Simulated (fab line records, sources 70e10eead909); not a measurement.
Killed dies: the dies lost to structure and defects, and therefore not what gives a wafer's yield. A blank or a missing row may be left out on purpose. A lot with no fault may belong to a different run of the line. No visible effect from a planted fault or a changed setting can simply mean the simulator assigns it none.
Chamber matching	flow nand-harc	NHARC_P_ZERO_WELL_DESCUM_39 on rie-diel-01 has 4 sister chambers
The step chemistry O2, time 3 s. 20 wafers are shown with their chamber, then 10 later ones without.

## WAFERS PAIRED WITH THEIR CHAMBERS
wafer	chamber	showerhead-plenum-p-Torr (Torr)	drypump-motor-current-A (A)	oes-product-au (a.u.)
L077.1	2	1.97	5.5	1.016
L077.5	3	1.98	5.9	1.002
L077.6	2	1.97	5.5	1.004
L078.1	1	2.07	6.1	1.004
L078.2	3	1.98	5.8	1.000
L078.3	0	1.98	5.5	0.999
L078.4	2	1.97	5.5	1.009
L078.5	2	1.97	5.5	1.000
L078.6	1	2.07	6.1	1.004
L079.1	3	1.98	5.9	0.997
L079.3	1	2.07	6.1	0.998
L079.4	2	1.97	5.5	1.006
L079.2	0	1.98	5.4	0.987
L079.5	2	1.97	5.5	0.999
L079.6	1	2.07	6.1	0.998
L080.1	0	1.98	5.4	1.001
L080.4	1	2.07	6.1	1.011
L080.6	2	1.96	5.5	1.010
L083.1	0	1.98	5.5	0.990
L083.5	1	2.07	6.1	1.000

SIGNATURES, as means of the wafers listed above
reading	chamber 0	chamber 1	chamber 2	chamber 3	scatter within a chamber
showerhead-plenum-p-Torr	1.9800	2.0700	1.9686	1.9800	0.00231
drypump-motor-current-A	5.450	6.100	5.500	5.867	0.0323
oes-product-au	0.99425	1.00250	1.00629	0.99967	0.00552
Rule: a wafer's distance from a chamber is the root of the sum, over the readings, of the square of ((its reading less the chamber's mean) divided by the reading's scatter). If the next closest chamber is less than 2 further off than the closest, the wafer can't be placed; otherwise it belongs to the closest. How the scatter is found: for the shown wafers, subtract from each reading the mean of its chamber, square and add these, divide the total by (wafers less chambers), then take the root.

## WAFERS WHOSE CHAMBER IS MISSING
wafer	showerhead-plenum-p-Torr (Torr)	drypump-motor-current-A (A)	oes-product-au (a.u.)
L083.6	1.96	5.5	0.998
L089.3	1.97	5.9	1.010
L089.5	1.95	5.5	1.002
L089.6	2.06	6.1	1.002
L095.1	1.96	5.9	1.018
L095.2	2.06	6.1	1.014
L095.5	1.95	5.5	1.008
L097.1	2.05	6.1	1.010
L097.2	1.96	5.5	0.992
L097.4	1.95	5.5	1.007

## CHAMBER TAKEN BY EACH
wafer	from the rows above	in truth
L083.6	2	2
L089.3	3	3
L089.5	2	2
L089.6	1	1
L095.1	3	3
L095.2	1	1
L095.5	2	2
L097.1	1	1
L097.2	2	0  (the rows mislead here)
L097.4	2	2
9 of 10 placed correctly. Not placeable from these rows: 0. 1 placed wrongly.
